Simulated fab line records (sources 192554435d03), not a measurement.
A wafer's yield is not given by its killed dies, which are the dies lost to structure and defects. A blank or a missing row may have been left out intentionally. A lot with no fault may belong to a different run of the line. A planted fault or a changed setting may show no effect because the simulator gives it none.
Split-lot trial + flow n5_finfet + 21 wafers read across 7 lots, on a route 1938 steps long

== ABOUT THE SPLIT ==
At N5_BEOL_M7_ETCH_41 (etches SiCN in CH3F/O2, target depth 31.9 nm, time 57.8 s), the setting source_w was moved away from the recipe's 395 W on 8 of the 21 wafers read, by -8.8% to +14.6%. For the rest of the wafers, this setting stayed at what the recipe calls for.

The split's own step is where the reading is taken.

== THE READING ==
rf_vpp_V, in V, at N5_BEOL_M7_ETCH_41 (etches SiCN in CH3F/O2, target depth 31.9 nm, time 57.8 s). On this fab line, fault-free wafers typically give 295.9 V with a standard deviation of 1.8 V.

| wafer  | tool, chamber at the split | source_w as run, W | against the recipe | rf_vpp_V, V | against lot-mates on the recipe |
|--------|----------------------------|--------------------|--------------------|-------------|---------------------------------|
| L074.2 | rie_diel-04, 2             | 371.1              | -6.1%              | 299.8       | +2.3                            |
| L074.3 | rie_diel-04, 0             | 395                | recipe             | 297.5       | -                               |
| L074.5 | rie_diel-04, 1             | 371.1              | -6.1%              | 301.8       | +4.3                            |
| L076.1 | rie_diel-04, 2             | 452.8              | +14.6%             | 281.7       | -12.6                           |
| L076.4 | rie_diel-04, 3             | 395                | recipe             | 294.4       | -                               |
| L076.6 | rie_diel-04, 1             | 395                | recipe             | 294.2       | -                               |
| L077.1 | rie_diel-03, 2             | 443.4              | +12.3%             | 283.0       | -14.6                           |
| L077.4 | rie_diel-03, 1             | 395                | recipe             | 297.6       | -                               |
| L077.6 | rie_diel-03, 0             | 443.4              | +12.3%             | 284.3       | -13.3                           |
| L081.3 | rie_diel-03, 1             | 395                | recipe             | 295.9       | -                               |
| L081.4 | rie_diel-03, 3             | 360.3              | -8.8%              | 303.4       | +9.2                            |
| L081.5 | rie_diel-03, 0             | 395                | recipe             | 292.4       | -                               |
| L092.1 | rie_diel-01, 0             | 395                | recipe             | 298.0       | -                               |
| L092.4 | rie_diel-01, 2             | 436.1              | +10.4%             | 287.7       | -10.3                           |
| L092.6 | rie_diel-01, 3             | 436.1              | +10.4%             | 285.8       | -12.2                           |
| L094.2 | rie_diel-04, 0             | 395                | recipe             | 296.1       | -                               |
| L094.5 | rie_diel-04, 0             | 395                | recipe             | 296.8       | -                               |
| L094.6 | rie_diel-04, 1             | 395                | recipe             | 300.8       | -                               |
| L097.1 | rie_diel-03, 0             | 395                | recipe             | 294.5       | -                               |
| L097.3 | rie_diel-03, 2             | 395                | recipe             | 294.5       | -                               |
| L097.5 | rie_diel-03, 2             | 395                | recipe             | 294.9       | -                               |

THE FIT
A straight line over all 21 wafers: rf_vpp_V changes by -0.929 V for each +1% of source_w; r = -0.96; the points scatter about the line by 1.9 V.
The same after taking each lot's own level away (the mean of its wafers on the recipe; 21 wafers): -0.982 V for each +1%; r = -0.97; scatter 1.6 V.
According to that fit, moving source_w by its largest amount changes the reading by 14 V.
From 294.15 to 298.00 V: that is the span of the lots' own levels, equal to 2.1 times the standard deviation above.
The two slopes agree, so the slope changes little with the lot-to-lot level.
Check: with one of the wafers moved furthest among these (+14.6%) left out of the fit, the line predicts -15.5 V for it against its lot-mates. It came out at -12.6 V against them.
Tool readings at the split's step, against how far the setting was moved: rf_vpp_V r = -0.96.

== THE WHOLE CHAIN: every reading that the file lists as answering this split, in the file's order ==
| step               | what it does                                              | reading                                                        | change (the file's fit)                | r (the file's) |
|--------------------|-----------------------------------------------------------|----------------------------------------------------------------|----------------------------------------|----------------|
| N5_BEOL_M7_ETCH_41 | etches SiCN in CH3F/O2, target depth 31.9 nm, time 57.8 s | rf_vpp_V                                                       | -0.98 V for each +1% of the setting    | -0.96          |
| N5_BEOL_M7_ETCH_41 | etches SiCN in CH3F/O2, target depth 31.9 nm, time 57.8 s | etch.depth_nm (the simulator's own value, which no gauge read) | +0.0636 nm for each +1% of the setting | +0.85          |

== FILE'S OWN FIT ==
rf_vpp_V changes by -0.98 V for each +1% of source_w, r = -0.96.
